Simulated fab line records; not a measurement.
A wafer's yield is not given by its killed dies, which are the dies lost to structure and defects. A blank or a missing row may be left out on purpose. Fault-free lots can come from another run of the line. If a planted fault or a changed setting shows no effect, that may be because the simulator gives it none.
fab line records + flow nandHarc + part 2 of 2: steps 4 to 6 of 6
record
- lots=21
- wafers=63
- lastDay=33
route steps=1302 shown A_STAIRCASE@766
lots with no fault: from the same line, run without faults
startH: hours from the record's first day to the start of the lot's first wafer shown + waitH: hours from the lot's prior step to this one + " identical to the entry in the row above + L1.1+2: one row covering several wafers at once + - value missing, or start not given + * or withheld: withheld + < > ~ a bound
route shown NAME@n: a module of which the file shows steps, and the number in the route of the first + usual: mean and standard deviation over wafers with no fault + same: alike in all rows + chamber/n: place in a boat + sites: the reading at each site + _std_site: the values' standard deviation + _edge_site: the outer-site mean with the inner-site mean subtracted + radiusMm: how far each site lies from the wafer's centre + mask NAME#n: copy n + behind: the last tool/chamber to shape the wafer + hold: cause of the lot's hold/its duration in hours/its outcome + device: transistor that didn't switch, given as n, p or np + end of line: the tests these same wafers got at the end of their route + a step with no rows: only its recipe + killed: the dies lost at the first sort to structure and to defects; this is not the yield of the wafer + map: per-die view of a wafer (x killed, . not killed, _ where there is no die)
set.NAME: the run value of the setting; set.NAME@STEP: its run value at that earlier step + model.NAME: the simulator's own value behind a step, which no gauge read
one table for each step of the route and one row for each wafer, over a sample of lots
services: when a tool's chamber went out of use (startH, in hours from the record's first day, below 0 if earlier), for how many hours, and the reason
## steps
# step NHARC_A_STAIRCASE_DESCUM_312
# recipe
- timeS=3
- o2FlowSccm=200
- arFlowSccm=0
- biasPowerW=0
- chemistry=O2
# usual
- drypumpMotorCurrentA=5.8/0.46
- oesProductAu=0.992/0.013
- rfVppV=57.9/0.92
- showerheadPlenumPTorr=1.91/0.11
- throttleValvePct=11.311/0.0092
| lot.wafer | tool       | chamber | startH | waitH | drypumpMotorCurrentA | oesProductAu | rfHoursCounterH | rfVppV | showerheadPlenumPTorr | throttleValvePct |
|-----------|------------|---------|--------|-------|----------------------|--------------|-----------------|--------|-----------------------|------------------|
| L075.1    | rieDiel-06 | 3       | 394.20 | -     | 6.0                  | 1.008        | 22              | 59.5   | 1.97                  | 11.317           |
| L075.2    | "          | 1       | "      | "     | 6.8                  | 0.983        | 20              | 58.3   | 2.05                  | 11.327           |
| L075.5    | "          | 3       | "      | "     | 6.0                  | 1.009        | -               | 59.8   | 1.96                  | 11.325           |
| L074.1    | rieDiel-01 | 0       | 395.65 | -     | 5.0                  | 1.000        | 1               | 56.9   | 1.89                  | 11.311           |
| L074.4    | "          | 2       | "      | "     | 5.7                  | 1.006        | 1               | 56.8   | 1.84                  | 11.304           |
| L074.6    | "          | 0       | "      | "     | 5.0                  | 0.993        | -               | 57.1   | 1.89                  | 11.300           |
| L076.1    | rieDiel-01 | 2       | 418.00 | -     | 5.7                  | 1.019        | 10              | 57.1   | 1.83                  | 11.308           |
| L076.3    | "          | 3       | "      | "     | 5.2                  | 1.005        | 10              | 56.4   | 1.81                  | 11.314           |
| L076.2    | "          | 0       | "      | "     | 5.1                  | 0.990        | 11              | 57.1   | 1.89                  | 11.313           |
| L078.2    | rieDiel-04 | 3       | 423.84 | -     | 6.2                  | 0.984        | 21              | 58.1   | 1.77                  | 11.301           |
| L078.5    | "          | 0       | "      | "     | 5.7                  | 0.984        | -               | 58.0   | 1.86                  | 11.306           |
| L078.6    | "          | 1       | "      | "     | 5.7                  | 0.998        | -               | 55.5   | 1.79                  | 11.315           |
| L077.2    | rieDiel-04 | 1       | 427.33 | -     | 5.7                  | 1.000        | 20              | 55.8   | 1.79                  | 11.291           |
| L077.1    | "          | 0       | "      | "     | 5.7                  | 0.987        | 21              | 57.2   | 1.87                  | 11.314           |
| L077.5    | "          | 2       | "      | "     | 6.0                  | 0.991        | -               | 57.5   | 2.07                  | 11.315           |
| L081.2    | rieDiel-01 | 0       | 446.33 | -     | 5.0                  | 0.987        | 18              | 58.5   | 1.89                  | 11.295           |
| L081.3    | "          | 1       | "      | "     | 6.4                  | 0.976        | 19              | 57.1   | 1.96                  | 11.306           |
| L081.6    | "          | 2       | "      | "     | 5.7                  | 1.002        | -               | 59.0   | 1.83                  | 11.318           |
| L079.1    | rieDiel-04 | 2       | 447.53 | -     | 6.0                  | 0.994        | 28              | 59.5   | 2.07                  | 11.303           |
| L079.6    | "          | 2       | "      | "     | 6.0                  | 0.992        | -               | 58.2   | 2.07                  | 11.319           |
| L079.5    | "          | 3       | "      | "     | 6.2                  | 0.981        | -               | 57.1   | 1.77                  | 11.323           |
| L080.3    | rieDiel-06 | 1       | 450.14 | -     | 6.7                  | 0.983        | 43              | 58.5   | 2.04                  | 11.300           |
| L080.4    | "          | 2       | "      | "     | 5.2                  | 0.983        | 42              | 57.5   | 2.06                  | 11.319           |
| L080.6    | "          | 0       | "      | "     | 5.8                  | 0.989        | -               | 59.7   | 1.97                  | 11.309           |
| L084.4    | rieDiel-06 | 1       | 493.44 | -     | 6.8                  | 0.998        | 0               | 56.6   | 2.04                  | 11.316           |
| L084.3    | "          | 3       | "      | "     | 6.0                  | 1.007        | 0               | 57.9   | 1.96                  | 11.301           |
| L084.5    | "          | 1       | "      | "     | 6.7                  | 0.979        | -               | 57.9   | 2.04                  | 11.300           |
| L086.4    | rieDiel-01 | 1       | 502.78 | -     | 6.4                  | 0.985        | 42              | 57.8   | 1.96                  | 11.298           |
| L086.3    | "          | 3       | "      | "     | 5.2                  | 1.012        | 35              | 57.0   | 1.80                  | 11.318           |
| L086.6    | "          | 2       | "      | "     | 5.7                  | 0.997        | -               | 57.0   | 1.83                  | 11.319           |
| L085.4    | rieDiel-01 | 3       | 506.60 | -     | 5.2                  | 1.005        | 36              | 58.3   | 1.80                  | 11.301           |
| L085.2    | "          | 0       | "      | "     | 5.1                  | 0.994        | 38              | 56.3   | 1.88                  | 11.301           |
| L085.6    | "          | 1       | "      | "     | 6.4                  | 0.970        | -               | 57.9   | 1.96                  | 11.323           |
| L088.1    | rieDiel-04 | 2       | 526.54 | -     | 5.9                  | 0.983        | 51              | 59.0   | 2.06                  | 11.304           |
| L088.4    | "          | 3       | "      | "     | 6.2                  | 0.985        | 54              | 58.2   | 1.76                  | 11.296           |
| L088.3    | "          | 0       | "      | "     | 5.7                  | 0.992        | 51              | 58.0   | 1.86                  | 11.310           |
| L089.3    | rieDiel-04 | 3       | 529.76 | -     | 6.3                  | 0.994        | 54              | 57.1   | 1.76                  | 11.304           |
| L089.4    | "          | 0       | "      | "     | 5.7                  | 0.995        | 51              | 56.0   | 1.86                  | 11.321           |
| L089.1    | "          | 2       | "      | "     | 5.9                  | 0.986        | 52              | 59.5   | 2.06                  | 11.305           |
| L087.1    | rieDiel-06 | 1       | 529.85 | -     | 6.8                  | 0.991        | 10              | 58.9   | 2.04                  | 11.313           |
| L087.3    | "          | 2       | "      | "     | 5.3                  | 0.991        | 12              | 58.5   | 2.06                  | 11.297           |
| L087.4    | "          | 3       | "      | "     | 6.0                  | 1.028        | 12              | 57.7   | 1.95                  | 11.324           |
| L091.3    | rieDiel-01 | 3       | 542.71 | -     | 5.2                  | 1.011        | 47              | 58.8   | 1.80                  | 11.303           |
| L091.6    | "          | 0       | "      | "     | 5.1                  | 0.982        | -               | 57.2   | 1.88                  | 11.331           |
| L091.5    | "          | 1       | "      | "     | 6.4                  | 0.975        | -               | 57.9   | 1.95                  | 11.307           |
| L093.1    | rieDiel-01 | 0       | 576.43 | -     | 5.0                  | 1.005        | 7               | 58.1   | 1.87                  | 11.311           |
| L093.4    | "          | 3       | "      | "     | 5.2                  | 0.996        | -               | 57.2   | 1.79                  | 11.295           |
| L093.6    | "          | 0       | "      | "     | 5.0                  | 1.013        | -               | 58.3   | 1.87                  | 11.322           |
| L092.1    | rieDiel-04 | 0       | 577.54 | -     | 5.7                  | 1.013        | 10              | 57.6   | 1.85                  | 11.298           |
| L092.2    | "          | 1       | "      | "     | 5.7                  | 0.996        | 9               | 56.6   | 1.78                  | 11.305           |
| L092.5    | "          | 2       | "      | "     | 5.9                  | 0.981        | -               | 58.7   | 2.06                  | 11.298           |
| L094.1    | rieDiel-04 | 3       | 590.01 | -     | 6.2                  | 1.014        | 16              | 58.7   | 2.07                  | 11.311           |
| L094.2    | "          | 0       | "      | "     | 5.7                  | 1.009        | 14              | 55.9   | 1.85                  | 11.325           |
| L094.5    | "          | 3       | "      | "     | 6.2                  | 1.018        | -               | 58.1   | 2.07                  | 11.293           |
| L096.2    | rieDiel-04 | 1       | 601.50 | -     | 5.7                  | 0.984        | 15              | 57.6   | 1.78                  | 11.325           |
| L096.4    | "          | 2       | "      | "     | 5.9                  | 0.980        | 17              | 59.2   | 2.05                  | 11.315           |
| L096.3    | "          | 3       | "      | "     | 6.2                  | 1.012        | 17              | 57.7   | 2.07                  | 11.308           |
| L097.1    | rieDiel-04 | 3       | 608.68 | -     | 6.2                  | 1.011        | 19              | 57.9   | 2.07                  | 11.318           |
| L097.3    | "          | 1       | "      | "     | 5.7                  | 0.978        | 17              | 58.2   | 1.78                  | 11.302           |
| L097.6    | "          | 3       | "      | "     | 6.2                  | 1.014        | -               | 58.8   | 2.07                  | 11.314           |
| L095.1    | rieDiel-06 | 3       | 610.24 | -     | 6.0                  | 1.020        | 40              | 58.4   | 1.94                  | 11.316           |
| L095.5    | "          | 1       | "      | "     | 6.8                  | 0.988        | -               | 58.2   | 2.03                  | 11.313           |
| L095.4    | "          | 2       | "      | "     | 5.2                  | 0.987        | -               | 58.7   | 2.05                  | 11.300           |
# step NHARC_A_STAIRCASE_ETCHBACK_416
# recipe
- targetDepthA=360
- timeS=7.2
- c4f8FlowSccm=withheld
- o2FlowSccm=8
- arFlowSccm=withheld
- rfW=600
- biasW=800
- chemistry=C4F8/O2/Ar
# usual
- oesProductAu=0.924/0.024
- rfVppV=723/5.2
| lot.wafer | tool       | chamber | startH | waitH | oesProductAu | rfHoursCounterH | rfVppV |
|-----------|------------|---------|--------|-------|--------------|-----------------|--------|
| L075.2    | rieDiel-04 | 2       | -      | -     | 0.916        | 12              | 733    |
| L075.1    | "          | 0       | "      | "     | 0.933        | 12              | 720    |
| L075.5    | "          | 2       | "      | "     | 0.920        | -               | 730    |
| L074.1    | rieDiel-06 | 0       | -      | -     | 0.909        | 24              | 727    |
| L074.4    | "          | 2       | "      | "     | 0.910        | 25              | 730    |
| L074.6    | "          | 3       | "      | "     | 0.927        | -               | 725    |
| L076.1    | rieDiel-01 | 1       | -      | -     | 0.905        | 13              | 725    |
| L076.3    | "          | 2       | "      | "     | 0.925        | 12              | 718    |
| L076.2    | "          | 3       | "      | "     | 0.927        | 11              | 718    |
| L078.2    | rieDiel-04 | 0       | -      | -     | 0.921        | 21              | 721    |
| L078.5    | "          | 1       | "      | "     | 0.922        | -               | 717    |
| L078.6    | "          | 0       | "      | "     | 0.920        | -               | 719    |
| L077.1    | rieDiel-06 | 1       | -      | -     | 0.913        | 36              | 731    |
| L077.2    | "          | 2       | "      | "     | 0.908        | 35              | 732    |
| L077.5    | "          | 1       | "      | "     | 0.909        | -               | 729    |
| L081.3    | rieDiel-04 | 0       | -      | -     | 0.915        | 27              | 721    |
| L081.2    | "          | 2       | "      | "     | 0.925        | 29              | 732    |
| L081.6    | "          | 0       | "      | "     | 0.922        | -               | 722    |
| L079.1    | rieDiel-04 | 3       | -      | -     | 0.912        | 27              | 716    |
| L079.6    | "          | 1       | "      | "     | 0.936        | -               | 717    |
| L079.5    | "          | 2       | "      | "     | 0.914        | -               | 731    |
| L080.3    | rieDiel-01 | 1       | -      | -     | 0.910        | 21              | 726    |
| L080.4    | "          | 2       | "      | "     | 0.920        | 18              | 718    |
| L080.6    | "          | 1       | "      | "     | 0.900        | -               | 726    |
| L084.3    | rieDiel-01 | 2       | -      | -     | 0.920        | 39              | 719    |
| L084.4    | "          | 1       | "      | "     | 0.904        | 41              | 726    |
| L084.5    | "          | 3       | "      | "     | 0.925        | -               | 719    |
| L086.4    | rieDiel-01 | 0       | -      | -     | 0.915        | 39              | 720    |
| L086.3    | "          | 2       | "      | "     | 0.912        | 42              | 720    |
| L086.6    | "          | 0       | "      | "     | 0.910        | -               | 721    |
| L085.2    | rieDiel-01 | 3       | -      | -     | 0.926        | 37              | 717    |
| L085.4    | "          | 0       | "      | "     | 0.909        | 40              | 722    |
| L085.6    | "          | 3       | "      | "     | 0.929        | -               | 718    |
| L088.4    | rieDiel-01 | 2       | -      | -     | 0.910        | 52              | 719    |
| L088.3    | "          | 0       | "      | "     | 0.920        | 46              | 722    |
| L088.1    | "          | 1       | "      | "     | 0.883        | 53              | 726    |
| L089.3    | rieDiel-01 | 0       | -      | -     | 0.916        | 46              | 722    |
| L089.1    | "          | 1       | "      | "     | 0.893        | 53              | 725    |
| L089.4    | "          | 2       | "      | "     | 0.919        | 52              | 718    |
| L087.4    | rieDiel-01 | 1       | -      | -     | 0.882        | 53              | 726    |
| L087.3    | "          | 2       | "      | "     | 0.920        | 52              | 718    |
| L087.1    | "          | 3       | "      | "     | 0.911        | 45              | 717    |
| L091.3    | rieDiel-01 | 0       | -      | -     | 0.924        | 50              | 722    |
| L091.5    | "          | 2       | "      | "     | 0.931        | -               | 717    |
| L091.6    | "          | 3       | "      | "     | 0.938        | -               | 717    |
| L093.4    | rieDiel-04 | 3       | -      | -     | 0.934        | 13              | 731    |
| L093.1    | "          | 1       | "      | "     | 0.918        | 12              | 716    |
| L093.6    | "          | 2       | "      | "     | 0.900        | -               | 730    |
| L092.2    | rieDiel-04 | 1       | -      | -     | 0.913        | 12              | 717    |
| L092.1    | "          | 3       | "      | "     | 0.934        | 13              | 730    |
| L092.5    | "          | 2       | "      | "     | 0.895        | -               | 730    |
| L094.2    | rieDiel-06 | 2       | -      | -     | 0.906        | 36              | 730    |
| L094.1    | "          | 1       | "      | "     | 0.919        | 35              | 727    |
| L094.5    | "          | 3       | "      | "     | 0.939        | -               | 725    |
| L096.4    | rieDiel-06 | 2       | -      | -     | 0.908        | 38              | 731    |
| L096.2    | "          | 3       | "      | "     | 0.941        | 39              | 725    |
| L096.3    | "          | 0       | "      | "     | 0.921        | 38              | 725    |
| L097.3    | rieDiel-01 | 0       | -      | -     | 0.923        | 18              | 721    |
| L097.1    | "          | 2       | "      | "     | 0.926        | 10              | 718    |
| L097.6    | "          | 0       | "      | "     | 0.923        | -               | 719    |
| L095.1    | rieDiel-04 | 3       | -      | -     | 1.006        | 20              | 732    |
| L095.4    | "          | 0       | "      | "     | 0.990        | 18              | 719    |
| L095.5    | "          | 2       | "      | "     | 0.975        | -               | 730    |
# step NHARC_A_STAIRCASE_STRIP_476
# recipe
- timeS=20
- o2FlowSccm=500
- arFlowSccm=0
- biasW=0
- chemistry=O2
# usual
- drypumpMotorCurrentA=5.8/0.48
- oesProductAu=0.993/0.012
- rfVppV=57.7/0.94
- showerheadPlenumPTorr=3.51/0.17
- throttleValvePct=17.037/0.0088
| lot.wafer | tool       | chamber | startH | waitH | drypumpMotorCurrentA | oesProductAu | rfHoursCounterH | rfVppV | showerheadPlenumPTorr | throttleValvePct |
|-----------|------------|---------|--------|-------|----------------------|--------------|-----------------|--------|-----------------------|------------------|
| L075.1    | rieDiel-04 | 3       | 403.90 | 0.1   | 6.2                  | 0.987        | 13              | 58.6   | 3.29                  | 17.038           |
| L075.2    | "          | 0       | "      | "     | 5.7                  | 0.990        | 12              | 56.4   | 3.45                  | 17.023           |
| L075.5    | "          | 1       | "      | "     | 5.7                  | 0.999        | -               | 57.7   | 3.32                  | 17.031           |
| L074.1    | rieDiel-06 | 3       | 404.81 | 0.1   | 6.0                  | 1.007        | 24              | 57.5   | 3.62                  | 17.045           |
| L074.4    | "          | 0       | "      | "     | 5.8                  | 0.978        | 24              | 56.3   | 3.64                  | 17.027           |
| L074.6    | "          | 3       | "      | "     | 6.0                  | 1.006        | -               | 57.8   | 3.61                  | 17.033           |
| L076.1    | rieDiel-01 | 2       | 422.08 | 0.1   | 5.7                  | 0.996        | 12              | 57.4   | 3.39                  | 17.027           |
| L076.2    | "          | 3       | "      | "     | 5.2                  | 0.997        | 11              | 58.2   | 3.35                  | 17.021           |
| L076.3    | "          | 0       | "      | "     | 5.1                  | 0.991        | 12              | 57.1   | 3.48                  | 17.047           |
| L078.2    | rieDiel-04 | 1       | 427.99 | 0.1   | 5.7                  | 1.000        | 20              | 57.3   | 3.32                  | 17.035           |
| L078.5    | "          | 1       | "      | "     | 5.7                  | 0.984        | -               | 58.1   | 3.32                  | 17.043           |
| L078.6    | "          | 2       | "      | "     | 5.9                  | 0.988        | -               | 58.2   | 3.80                  | 17.037           |
| L077.1    | rieDiel-06 | 0       | 431.75 | 0.1   | 5.8                  | 0.993        | 36              | 56.1   | 3.63                  | 17.033           |
| L077.2    | "          | 1       | "      | "     | 6.8                  | 0.990        | 36              | 56.4   | 3.75                  | 17.027           |
| L077.5    | "          | 3       | "      | "     | 6.0                  | 1.007        | -               | 57.0   | 3.61                  | 17.039           |
| L081.2    | rieDiel-04 | 0       | 450.33 | 0.1   | 5.7                  | 0.989        | 27              | 56.6   | 3.44                  | 17.045           |
| L081.3    | "          | 1       | "      | "     | 5.7                  | 1.002        | 26              | 57.6   | 3.32                  | 17.043           |
| L081.6    | "          | 3       | "      | "     | 6.2                  | 0.981        | -               | 55.1   | 3.28                  | 17.053           |
| L079.1    | rieDiel-04 | 1       | 451.60 | 0.1   | 5.7                  | 1.007        | 26              | 59.0   | 3.32                  | 17.032           |
| L079.5    | "          | 3       | "      | "     | 6.2                  | 0.997        | -               | 57.2   | 3.28                  | 17.045           |
| L079.6    | "          | 0       | "      | "     | 5.7                  | 0.993        | -               | 56.8   | 3.44                  | 17.031           |
| L080.3    | rieDiel-01 | 1       | 454.18 | 0.1   | 6.4                  | 0.976        | 21              | 59.0   | 3.62                  | 17.043           |
| L080.4    | "          | 2       | "      | "     | 5.7                  | 0.991        | 18              | 58.4   | 3.39                  | 17.025           |
| L080.6    | "          | 3       | "      | "     | 5.2                  | 0.997        | -               | 57.1   | 3.34                  | 17.041           |
| L084.4    | rieDiel-01 | 1       | 497.45 | 0.1   | 6.4                  | 0.970        | 41              | 55.8   | 3.60                  | 17.034           |
| L084.3    | "          | 0       | "      | "     | 5.0                  | 0.990        | 35              | 59.1   | 3.47                  | 17.025           |
| L084.5    | "          | 1       | "      | "     | 6.4                  | 0.976        | -               | 57.0   | 3.60                  | 17.036           |
| L086.4    | rieDiel-01 | 3       | 507.05 | 0.1   | 5.2                  | 1.005        | 36              | 58.4   | 3.33                  | 17.038           |
| L086.3    | "          | 2       | "      | "     | 5.7                  | 0.988        | 42              | 57.2   | 3.38                  | 17.020           |
| L086.6    | "          | 0       | "      | "     | 5.1                  | 0.991        | -               | 59.8   | 3.47                  | 17.030           |
| L085.4    | rieDiel-01 | 0       | 510.65 | 0.1   | 5.0                  | 0.982        | 40              | 57.9   | 3.47                  | 17.017           |
| L085.2    | "          | 3       | "      | "     | 5.2                  | 1.018        | 37              | 58.0   | 3.33                  | 17.026           |
| L085.6    | "          | 0       | "      | "     | 5.0                  | 0.994        | -               | 57.5   | 3.47                  | 17.033           |
| L088.3    | rieDiel-01 | 1       | 530.57 | 0.1   | 6.4                  | 0.968        | 53              | 57.7   | 3.60                  | 17.045           |
| L088.4    | "          | 3       | "      | "     | 5.2                  | 1.002        | 44              | 56.9   | 3.33                  | 17.043           |
| L088.1    | "          | 0       | "      | "     | 5.0                  | 0.995        | 46              | 58.9   | 3.46                  | 17.042           |
| L089.3    | rieDiel-01 | 2       | 533.83 | 0.1   | 5.7                  | 0.995        | 52              | 57.5   | 3.37                  | 17.034           |
| L089.1    | "          | 0       | "      | "     | 5.1                  | 0.998        | 46              | 57.1   | 3.46                  | 17.059           |
| L089.4    | "          | 1       | "      | "     | 6.4                  | 0.979        | 53              | 58.1   | 3.60                  | 17.045           |
| L087.4    | rieDiel-01 | 1       | 534.03 | 0.2   | 6.4                  | 0.970        | 53              | 58.3   | 3.60                  | 17.036           |
| L087.3    | "          | 2       | "      | "     | 5.7                  | 0.997        | 52              | 58.2   | 3.37                  | 17.045           |
| L087.1    | "          | 3       | "      | "     | 5.2                  | 1.017        | 45              | 58.1   | 3.33                  | 17.045           |
| L091.3    | rieDiel-01 | 2       | 546.75 | 0.1   | 5.7                  | 0.987        | 55              | 57.4   | 3.37                  | 17.036           |
| L091.6    | "          | 2       | "      | "     | 5.7                  | 0.991        | -               | 57.4   | 3.37                  | 17.036           |
| L091.5    | "          | 3       | "      | "     | 5.2                  | 0.998        | -               | 58.1   | 3.33                  | 17.041           |
| L093.1    | rieDiel-04 | 2       | 581.54 | 0.1   | 5.9                  | 0.980        | 13              | 59.1   | 3.77                  | 17.027           |
| L093.4    | "          | 0       | "      | "     | 5.7                  | 1.022        | 12              | 57.9   | 3.42                  | 17.031           |
| L093.6    | "          | 1       | "      | "     | 5.7                  | 0.986        | -               | 57.2   | 3.30                  | 17.042           |
| L092.2    | rieDiel-04 | 0       | 582.67 | 0.1   | 5.7                  | 1.002        | 12              | 57.7   | 3.42                  | 17.034           |
| L092.1    | "          | 1       | "      | "     | 5.7                  | 0.991        | 12              | 54.7   | 3.30                  | 17.034           |
| L092.5    | "          | 1       | "      | "     | 5.7                  | 0.981        | -               | 56.8   | 3.30                  | 17.058           |
| L094.2    | rieDiel-06 | 0       | 594.32 | 0.1   | 5.8                  | 1.006        | 36              | 60.1   | 3.60                  | 17.032           |
| L094.1    | "          | 1       | "      | "     | 6.8                  | 0.994        | 35              | 58.6   | 3.73                  | 17.051           |
| L094.5    | "          | 0       | "      | "     | 5.8                  | 1.003        | -               | 59.0   | 3.60                  | 17.037           |
| L096.3    | rieDiel-06 | 2       | 605.59 | 0.1   | 5.3                  | 0.988        | 38              | 57.5   | 3.76                  | 17.034           |
| L096.2    | "          | 3       | "      | "     | 6.1                  | 1.013        | 39              | 58.2   | 3.58                  | 17.026           |
| L096.4    | "          | 1       | "      | "     | 6.8                  | 1.000        | 37              | 58.0   | 3.72                  | 17.024           |
| L097.3    | rieDiel-01 | 1       | 612.69 | 0.1   | 6.4                  | 0.990        | 18              | 58.7   | 3.58                  | 17.031           |
| L097.1    | "          | 2       | "      | "     | 5.7                  | 1.005        | 10              | 57.5   | 3.36                  | 17.035           |
| L097.6    | "          | 2       | "      | "     | 5.7                  | 1.007        | -               | 58.2   | 3.36                  | 17.030           |
| L095.1    | rieDiel-04 | 0       | 614.51 | 0.1   | 5.7                  | 0.999        | 18              | 55.8   | 3.42                  | 17.030           |
| L095.4    | "          | 2       | "      | "     | 6.0                  | 0.973        | 19              | 60.0   | 3.77                  | 17.032           |
| L095.5    | "          | 1       | "      | "     | 5.7                  | 1.002        | -               | 56.2   | 3.29                  | 17.036           |
## services
| tool       | chamber | startH | hours | kind                         |
|------------|---------|--------|-------|------------------------------|
| rieDiel-04 | -       | 356.61 | 9.0   | pm                           |
| rieDiel-04 | 0       | 356.61 | 9.0   | ventCycle                    |
| rieDiel-04 | 1       | 356.61 | 9.0   | ventCycle                    |
| rieDiel-04 | 2       | 356.61 | 9.0   | ventCycle                    |
| rieDiel-04 | 3       | 356.61 | 9.0   | ventCycle                    |
| rieDiel-04 | 0       | 365.61 | -     | clean                        |
| rieDiel-04 | 1       | 365.61 | -     | clean                        |
| rieDiel-04 | 1       | 365.61 | -     | consumableReplace:focusRing  |
| rieDiel-04 | 2       | 365.61 | -     | clean                        |
| rieDiel-04 | 2       | 365.61 | -     | consumableReplace:showerhead |
| rieDiel-04 | 3       | 365.61 | -     | clean                        |
| rieDiel-04 | 3       | 365.61 | -     | consumableReplace:focusRing  |
| rieDiel-01 | -       | 381.16 | 9.0   | pm                           |
| rieDiel-04 | 0       | 390.38 | -     | clean                        |
| rieDiel-04 | 1       | 390.38 | -     | clean                        |
| rieDiel-04 | 2       | 390.38 | -     | clean                        |
| rieDiel-04 | 3       | 390.38 | -     | clean                        |
| rieDiel-04 | 3       | 427.19 | 12.8  | repair                       |
| rieDiel-06 | -       | 484.32 | 9.0   | pm                           |
| rieDiel-04 | 2       | 498.99 | 9.0   | repair                       |
| rieDiel-04 | -       | 533.69 | 9.0   | pm                           |
| rieDiel-01 | -       | 558.16 | 9.0   | pm                           |
| rieDiel-04 | 2       | 602.32 | 5.3   | repair                       |
| rieDiel-06 | 0       | 608.46 | 4.5   | repair                       |
